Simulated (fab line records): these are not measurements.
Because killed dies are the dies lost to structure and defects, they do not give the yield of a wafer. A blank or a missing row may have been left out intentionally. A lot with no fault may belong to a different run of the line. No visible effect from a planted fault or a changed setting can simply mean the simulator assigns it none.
Which of the tools did it?	flow n5_finfet	24 wafers from 8 lots sampled at 6 of the route's 1938 steps

== WHAT THE GAUGES SHOWED, per wafer ==
N5_HKMG_FIN_CD_MEAS_12: the cd target is 92.8 nm. Usual: cd_nm reads 92.8 nm (standard deviation 0.58).
lot	measured	on	cd_nm (nm)	flag
L465	day 4 05:49	cd_sem-03	92.7 93.2 92.4	
L466	day 4 10:31	cd_sem-02	92.3 92.5 92.3	
L473	day 6 04:06	cd_sem-02	95.1 94.6 95.1	OFF
L476	day 6 21:55	cd_sem-02	95.1 94.8 94.3	OFF
L480	day 7 21:22	cd_sem-02	93.7 93.4 93.1	
L482	day 8 10:26	cd_sem-01	92.7 92.0 93.3	
L487	day 9 14:11	cd_sem-03	92.6 91.2 93.1	
L488	day 9 21:03	cd_sem-03	92.7 92.4 92.6	

N5_BEOL_M4_RC_MEAS_101. Usual: DIBL_N 36.3 mV/V, standard deviation 1.7; DIBL_P 36.3 mV/V, standard deviation 2.2; IOFF_N 0.16 nA/um, standard deviation 0.034; IOFF_P 0.21 nA/um, standard deviation 0.038; ION_N 673 uA/um, standard deviation 13; ION_P 461 uA/um, standard deviation 8.3; SS_N 71.5 mV/dec, standard deviation 0.55; SS_P 73.3 mV/dec, standard deviation 0.67; VT_N 250 mV, standard deviation 3.4; VT_P -251 mV, standard deviation 3.5.
lot	measured	on	DIBL_N (mV/V)	DIBL_P (mV/V)	IOFF_N (nA/um)	IOFF_P (nA/um)	ION_N (uA/um)	ION_P (uA/um)	SS_N (mV/dec)	SS_P (mV/dec)	VT_N (mV)	VT_P (mV)	flag
L465	day 8 01:49	prober-01	40.2 36.2 35.2	39.4 35.4 33.2	0.24 0.16 0.12	0.28 0.19 0.16	688 679 653	460 461 446	72.3 71.2 71.2	72.9 72.6 72.5	244 250 254	-246 -251 -254	
L466	day 7 16:28	prober-02	35.6 34.8 33.3	36.5 34.9 33.0	0.16 0.14 0.12	0.20 0.18 0.16	665 658 651	456 449 456	71.5 71.5 70.5	73.2 73.5 72.3	252 253 257	-252 -255 -254	
L473	day 9 18:35	prober-01	37.0 37.0 36.8	39.3 39.2 38.2	0.16 0.16 0.15	0.25 0.23 0.23	656 679 663	464 465 462	71.9 72.1 71.5	73.5 73.6 74.0	251 251 250	-247 -251 -246	
L476	day 10 21:47	prober-02	35.7 37.9 36.9	35.9 37.6 37.3	0.16 0.19 0.18	0.18 0.21 0.20	676 662 679	459 452 452	71.1 72.6 71.7	72.8 73.9 73.5	248 249 247	-253 -251 -253	
L480	day 12 02:27	prober-01	38.7 38.9 36.7	38.5 40.0 36.8	0.21 0.22 0.17	0.23 0.26 0.20	690 701 681	466 469 461	72.0 71.7 71.6	74.1 74.2 74.4	246 245 247	-253 -249 -254	
L482	day 12 04:41	prober-02	37.7 36.5 36.4	36.8 34.2 34.9	0.17 0.15 0.14	0.17 0.15 0.15	680 668 674	453 450 454	71.8 71.5 70.8	73.3 73.3 72.7	248 253 250	-259 -258 -259	
L487	day 13 05:31	prober-02	36.2 34.7 35.2	34.5 33.2 33.5	0.15 0.13 0.14	0.20 0.17 0.18	660 667 661	455 455 450	72.0 70.9 71.3	73.7 73.3 73.4	249 250 251	-250 -255 -251	
L488	day 13 08:58	prober-02	36.2 38.1 38.4	35.5 37.5 38.9	0.14 0.18 0.20	0.17 0.20 0.23	662 671 693	453 455 465	71.2 71.8 71.8	73.1 73.8 74.1	253 248 248	-256 -251 -253	

== WHAT TOOL EACH LOT RAN ON (gives the tool, then ch and the chambers of the sampled wafers, and finally the start) ==
lot	N5_HKMG_FIN_STRIP_57	N5_HKMG_FIN_ETCH_58	N5_HKMG_FIN_STRIP_93	N5_HKMG_FIN_PEB_10
L465	rie_diel-05 ch 1,3, day 4 02:56	rie_diel-05 ch 1,3, day 4 02:58	rie_diel-05 ch 1,3, day 4 03:23	litho_track-03 ch 0, day 4 05:45
L466	rie_diel-04 ch 2,3, day 4 07:20	rie_diel-04 ch 2,3, day 4 07:22	rie_diel-04 ch 2,3, day 4 07:47	litho_track-02 ch 0, day 4 10:27
L473	rie_diel-04 ch 1,2,3, day 6 00:37	rie_diel-04 ch 1,2,3, day 6 00:38	rie_diel-04 ch 1,2,3, day 6 01:03	litho_track-03 ch 0, day 6 04:02
L476	rie_diel-04 ch 0,1,3, day 6 18:43	rie_diel-04 ch 0,1,3, day 6 18:44	rie_diel-04 ch 0,1,3, day 6 19:10	litho_track-03 ch 0, day 6 21:51
L480	rie_diel-05 ch 0,1,3, day 7 18:21	rie_diel-05 ch 0,1,3, day 7 18:22	rie_diel-05 ch 0,1,3, day 7 18:48	litho_track-01 ch 0, day 7 21:17
L482	rie_diel-05 ch 2,3, day 8 07:26	rie_diel-05 ch 2,3, day 8 07:27	rie_diel-05 ch 2,3, day 8 07:53	litho_track-01 ch 0, day 8 10:22
L487	rie_diel-05 ch 0,1,3, day 9 11:11	rie_diel-05 ch 0,1,3, day 9 11:13	rie_diel-05 ch 0,1,3, day 9 11:38	litho_track-01 ch 0, day 9 14:07
L488	rie_diel-04 ch 1,3, day 9 17:58	rie_diel-04 ch 1,3, day 9 17:59	rie_diel-04 ch 1,3, day 9 18:25	litho_track-02 ch 0, day 9 20:59
- N5_HKMG_FIN_STRIP_57: strips in CF4.
- N5_HKMG_FIN_ETCH_58: etches SOC in N2/H2, target depth 215.8 nm, time 741 s.
- N5_HKMG_FIN_STRIP_93: strips SOC in N2/H2, time 20 s.
- N5_HKMG_FIN_PEB_10: peb time 60 s.

== AS READ BY THE TOOLS THEMSELVES (means over the sampled wafers that have a number; for cases with no such wafer, the mark the record gives instead) ==
N5_HKMG_FIN_STRIP_57. Usual: for bias_power_w, 75.00 W with a standard deviation of 0.22; for drypump_motor_current_A, 5.8 A with a standard deviation of 0.42; for oes_product_au, 0.79 a.u. with a standard deviation of 0.097; for rf_fwd_power_W, 293.8 W with a standard deviation of 1.6; for rf_vpp_V, 271.2 V with a standard deviation of 1.6; for showerhead_plenum_p_Torr, 1.79 Torr with a standard deviation of 0.057; for throttle_valve_pct, 13.54 % with a standard deviation of 0.28.
lot	tool	bias_power_w (W)	drypump_motor_current_A (A)	oes_product_au (a.u.)	rf_fwd_power_W (W)	rf_vpp_V (V)	showerhead_plenum_p_Torr (Torr)	throttle_valve_pct (%)	flag
L465	rie_diel-05	74.85	5.7	0.71	294.5	271.7	1.80	13.92	
L466	rie_diel-04	75.04	5.9	0.70	294.3	271.5	1.80	13.75	
L473	rie_diel-04	75.24	6.1	0.77	293.4	271.4	1.81	13.65	
L476	rie_diel-04	75.04	6.0	0.86	293.8	272.2	1.84	13.65	
L480	rie_diel-05	75.04	5.6	0.83	293.7	271.3	1.81	13.44	
L482	rie_diel-05	75.20	5.3	0.76	292.4	270.2	1.78	13.47	
L487	rie_diel-05	74.79	5.6	0.81	292.3	270.9	1.81	13.48	
L488	rie_diel-04	74.90	6.2	0.80	291.8	273.7	1.87	13.73	

N5_HKMG_FIN_ETCH_58. Usual: for drypump_motor_current_A, 5.8 A with a standard deviation of 0.42; for h2_flow_sccm, 200.0 sccm with a standard deviation of 0.58; for oes_product_au, 0.80 a.u. with a standard deviation of 0.1; for rf_fwd_power_W, 873.8 W with a standard deviation of 2.4; for rf_vpp_V, 99.0 V with a standard deviation of 0.91; for showerhead_plenum_p_Torr, 2.54 Torr with a standard deviation of 0.089; for throttle_valve_pct, 17.72 % with a standard deviation of 0.26.
lot	tool	drypump_motor_current_A (A)	h2_flow_sccm (sccm)	oes_product_au (a.u.)	rf_fwd_power_W (W)	rf_vpp_V (V)	showerhead_plenum_p_Torr (Torr)	throttle_valve_pct (%)	flag
L465	rie_diel-05	5.8	199.2	0.70	874.3	99.1	2.55	17.92	
L466	rie_diel-04	5.9	199.6	0.71	875.5	100.0	2.56	17.96	
L473	rie_diel-04	6.1	200.4	0.77	874.5	99.2	2.58	17.90	
L476	rie_diel-04	6.0	200.2	0.87	875.5	99.3	2.60	17.94	
L480	rie_diel-05	5.6	199.7	0.83	874.6	98.7	2.57	17.54	
L482	rie_diel-05	5.4	200.0	0.75	873.3	99.9	2.51	17.56	
L487	rie_diel-05	5.6	200.4	0.81	872.2	99.4	2.56	17.58	
L488	rie_diel-04	6.3	200.3	0.81	871.6	99.8	2.67	18.05	

N5_HKMG_FIN_STRIP_93. Usual: bias_power_w 7.999 W, standard deviation 0.024; drypump_motor_current_A 5.8 A, standard deviation 0.42; h2_flow_sccm 300.0 sccm, standard deviation 0.82; oes_product_au 0.80 a.u., standard deviation 0.098; rf_fwd_power_W 496.1 W, standard deviation 1.7; rf_vpp_V 54.0 V, standard deviation 0.91; showerhead_plenum_p_Torr 3.35 Torr, standard deviation 0.11; throttle_valve_pct 18.9 %, standard deviation 0.32.
lot	tool	bias_power_w (W)	drypump_motor_current_A (A)	h2_flow_sccm (sccm)	oes_product_au (a.u.)	rf_fwd_power_W (W)	rf_vpp_V (V)	showerhead_plenum_p_Torr (Torr)	throttle_valve_pct (%)	flag
L465	rie_diel-05	7.965	5.7	299.9	0.70	494.7	53.9	3.36	18.9	
L466	rie_diel-04	8.015	6.0	299.5	0.71	496.9	54.2	3.38	19.1	
L473	rie_diel-04	7.966	6.1	299.8	0.77	496.7	53.7	3.41	19.2	
L476	rie_diel-04	8.020	6.0	299.7	0.88	496.7	54.3	3.44	19.2	
L480	rie_diel-05	8.012	5.7	299.9	0.83	495.9	54.3	3.39	18.6	
L482	rie_diel-05	8.014	5.3	300.0	0.76	497.2	53.8	3.32	18.7	
L487	rie_diel-05	7.977	5.6	300.4	0.81	497.3	54.1	3.38	18.6	
L488	rie_diel-04	8.025	6.2	300.3	0.79	495.3	53.9	3.52	19.3	

== THE ANSWER, worked out from the rows above alone ==
Rule: a lot is off if the mean of its wafers that have a number lies more than 3 standard deviations from the usual mean. Also off: a lot with no number at a reading for which 4 or more lots have one. Any other lot the step has rows for is counted as sound. After the gauges, taken in route order, come the tools' own readings; for these a lot's mean is taken, as printed above. At the first step where some lot is off, the reading lying furthest off is the one used; lots without a number count as furthest.
Off at N5_HKMG_FIN_CD_MEAS_12 (cd_nm): L473, L476.
A tool fits if, at a process step before that reading, it ran every lot that is off, and no sound lot after the first of them. Gauges at N5_HKMG_FIN_CD_MEAS_12: tried the same way as those tools. One candidate fits, namely litho_track-03 at N5_HKMG_FIN_PEB_10. A fault onset in the window from L465 (day 4 05:45, its last sound lot) to L473 (day 6 04:02, its first lot off) fits.

== WHAT THE SIMULATOR HAD INSERTED ==
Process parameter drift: litho_track-03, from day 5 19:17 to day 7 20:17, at N5_HKMG_FIN_PEB_10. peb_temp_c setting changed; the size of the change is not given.
Lots struck among those shown: L473, L476. The rule above found the same.
